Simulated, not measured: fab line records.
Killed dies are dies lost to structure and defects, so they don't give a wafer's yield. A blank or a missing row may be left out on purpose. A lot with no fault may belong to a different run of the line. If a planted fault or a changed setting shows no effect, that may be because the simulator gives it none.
Which tool is to blame?	flow nand harc	Sampling: 12 lots, 36 wafers, 5 of 1159 route steps

## WHAT THE GAUGES SHOWED, per wafer
NHARC_END_SORT_01.
lot	measured	on	defect limited yield (%)	killed at array	killed at other	killed at periphery	killed dies	killed open	killed short	sort_bin_2_pct (%)	sort_bin_3_pct (%)	sort_bin_4_pct (%)	sort n pass	sort rim yield pct (%)	sort yield pct (%)
L210	day 21 12:55	prober-02	96.3 95.6 95.0	25 25 32	0 1 0	0 4 2	25 30 34	1 7 5	0 1 2	1.2 1.3 2.4	0.15 0.15 0.30	2.4 3.0 2.4	652 647 643	98.1 97.2 97.2	96.3 95.6 95.0
L216	day 23 02:02	prober-02	95.4 93.6 94.8	30 42 34	0 0 0	1 1 1	31 43 35	5 6 5	2 2 6	2.1 2.5 1.3	0.44 0.59 0.74	2.1 3.2 3.1	646 634 642	95.3 99.1 99.1	95.4 93.6 94.8

## TOOL THAT RAN EACH LOT (tool first, then ch and the chambers of the sampled wafers, then the start)
lot	NHARC_P_M2_DEGAS_29	NHARC_P_BONDPAD_CMP_32	NHARC_P_BONDPAD_EXPOSE_06	NHARC_P_BONDPAD_DESCUM_11
L206	pvd sputter-01, day 6 22:55	cmp-03 ch 1,2, day 7 01:28	krf scanner-03 ch 0, day 7 01:59	rie diel-11 ch 0,1,2, day 7 02:22
L207	pvd sputter-02, day 6 23:45	cmp-03 ch 1,2,3, day 7 02:20	krf scanner-01 ch 0, day 7 03:00	rie diel-08 ch 1,2, day 7 03:22
L211	pvd sputter-03, day 7 22:41	cmp-04 ch 0,1,2, day 8 01:11	krf scanner-01 ch 0, day 8 01:44	rie diel-11 ch 0,2, day 8 02:05
L210	pvd sputter-03, day 7 23:30	cmp-04 ch 0,1, day 8 02:10	krf scanner-01 ch 0, day 8 02:50	rie diel-11 ch 0,3, day 8 03:12
L216	pvd sputter-03, day 9 10:45	cmp-02 ch 0,2,3, day 9 13:20	krf scanner-01 ch 0, day 9 13:57	rie diel-11 ch 0,1, day 9 14:20
L217	pvd sputter-01, day 9 13:56	cmp-02 ch 2,3, day 9 16:40	krf scanner-01 ch 0, day 9 17:19	rie diel-11 ch 2,3, day 9 17:41
L219	pvd sputter-01, day 10 06:58	cmp-03 ch 0,3, day 10 09:31	krf scanner-03 ch 0, day 10 10:11	rie diel-11 ch 1,2,3, day 10 10:34
L220	pvd sputter-03, day 10 13:47	cmp-04 ch 0,1,2, day 10 16:25	krf scanner-04 ch 0, day 10 17:02	rie diel-11 ch 1,3, day 10 17:24
L223	pvd sputter-03, day 10 16:22	cmp-02 ch 2,3, day 10 18:55	krf scanner-04 ch 0, day 10 19:34	rie diel-11 ch 0,3, day 10 19:55
L222	pvd sputter-01, day 10 17:18	cmp-03 ch 0,3, day 10 19:51	krf scanner-03 ch 0, day 10 20:33	rie diel-12 ch 0,2,3, day 10 20:56
L224	pvd sputter-01, day 11 13:38	cmp-02 ch 0,1, day 11 16:15	krf scanner-03 ch 0, day 11 16:48	rie diel-11 ch 1,3, day 11 17:10
L225	pvd sputter-03, day 11 13:49	cmp-02 ch 0,1,2, day 11 16:26	krf scanner-04 ch 0, day 11 17:07	rie diel-11 ch 0,1,2, day 11 17:28
- NHARC_P_M2_DEGAS_29: time 60 s.
- NHARC_P_BONDPAD_CMP_32: polishes SiCN, target thk 200 nm.
- NHARC_P_BONDPAD_EXPOSE_06: exposes mask P BPAD.
- NHARC_P_BONDPAD_DESCUM_11: chemistry O2, time 3 s.

## WHAT THE TOOLS THEMSELVES READ (means of the sampled wafers that have a number; where no wafer has one, the mark that the record gives instead)
NHARC_P_M2_DEGAS_29.
lot	tool	heater power w (W)
L206	pvd sputter-01	312
L207	pvd sputter-02	331
L211	pvd sputter-03	352
L210	pvd sputter-03	344
L216	pvd sputter-03	326
L217	pvd sputter-01	366
L219	pvd sputter-01	346
L220	pvd sputter-03	355
L223	pvd sputter-03	369
L222	pvd sputter-01	370
L224	pvd sputter-01	370
L225	pvd sputter-03	351

NHARC_P_BONDPAD_CMP_32.
lot	tool	motor current A (A)
L206	cmp-03	12.7
L207	cmp-03	12.5
L211	cmp-04	11.7
L210	cmp-04	12.6
L216	cmp-02	12.7
L217	cmp-02	12.7
L219	cmp-03	12.8
L220	cmp-04	11.8
L223	cmp-02	12.3
L222	cmp-03	12.8
L224	cmp-02	13.1
L225	cmp-02	12.6

NHARC_P_BONDPAD_EXPOSE_06.
lot	tool	exposure dose mJ cm2
L206	krf scanner-03	37.09
L207	krf scanner-01	37.05
L211	krf scanner-01	37.84
L210	krf scanner-01	37.73
L216	krf scanner-01	37.64
L217	krf scanner-01	37.50
L219	krf scanner-03	37.13
L220	krf scanner-04	37.08
L223	krf scanner-04	37.08
L222	krf scanner-03	37.05
L224	krf scanner-03	37.00
L225	krf scanner-04	37.07

NHARC_P_BONDPAD_DESCUM_11.
lot	tool	drypump motor current A (A)	oes product au (a.u.)	rf vpp V (V)	showerhead plenum p Torr (Torr)	throttle valve pct (%)
L206	rie diel-11	5.8	1.004	57.4	1.91	11.312
L207	rie diel-08	5.6	0.989	57.2	2.04	11.319
L211	rie diel-11	6.2	1.006	57.8	1.84	11.310
L210	rie diel-11	6.3	0.997	57.6	1.82	11.312
L216	rie diel-11	6.0	1.015	57.3	1.89	11.307
L217	rie diel-11	6.1	0.994	57.3	1.84	11.305
L219	rie diel-11	5.7	1.004	58.1	1.91	11.312
L220	rie diel-11	5.8	0.997	58.3	1.88	11.299
L223	rie diel-11	6.4	1.009	58.0	1.82	11.311
L222	rie diel-12	5.5	0.991	58.3	1.98	11.318
L224	rie diel-11	5.4	0.998	57.9	1.95	11.303
L225	rie diel-11	5.8	0.996	57.3	1.91	11.311

## THE ANSWER, worked out from the rows above alone
Rule: the lots themselves supply what counts as usual. The widest of any qualifying gaps counts: lots, ordered by their means at a reading, are off when they make up no more than a third of the lots, leave a main group of 4 or more, and stand apart from it by 3 or more times the standard deviation of that group's means. Not used: any main group whose means are identical at the precision the tables above print for the reading. Also off: a lot with no number at a reading for which 4 or more lots have one. The other lots that the step has rows for count as sound. Order of review: gauges by route order, followed by the tools' own readings, for which a lot's mean as printed above is used. The first step at which some lot is off is used, and at that step the reading that is off furthest; a lot without a number counts as furthest.
Off at NHARC_P_BONDPAD_EXPOSE_06 (exposure dose mJ cm2): L211, L210, L216, L217. Mean 37.07 and standard deviation 0.035 in the main group.
If a tool, at that step or one of the process steps before it, ran each lot that is off and ran no sound lot following the first of them, it fits. One fits: krf scanner-01 at NHARC_P_BONDPAD_EXPOSE_06. A fault onset in the window from L207 (day 7 03:00, its last sound lot) to L211 (day 8 01:44, its first lot off) fits.
On the lots that are off, the tool's own readings at NHARC_P_BONDPAD_EXPOSE_06 differ by more than 5 times the standard deviation of the sound lots' means, which bears it out; exposure dose mJ cm2 reads 37.68 there versus 37.07 on the sound lots.

## WHAT THE SIMULATOR HAD INSERTED
Process parameters drifting: krf scanner-01 at NHARC_P_BONDPAD_EXPOSE_06, beginning at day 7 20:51. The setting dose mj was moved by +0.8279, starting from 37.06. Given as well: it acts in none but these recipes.
Struck lots among those shown: L210, L216, L211, L217. Same finding as the rule above.
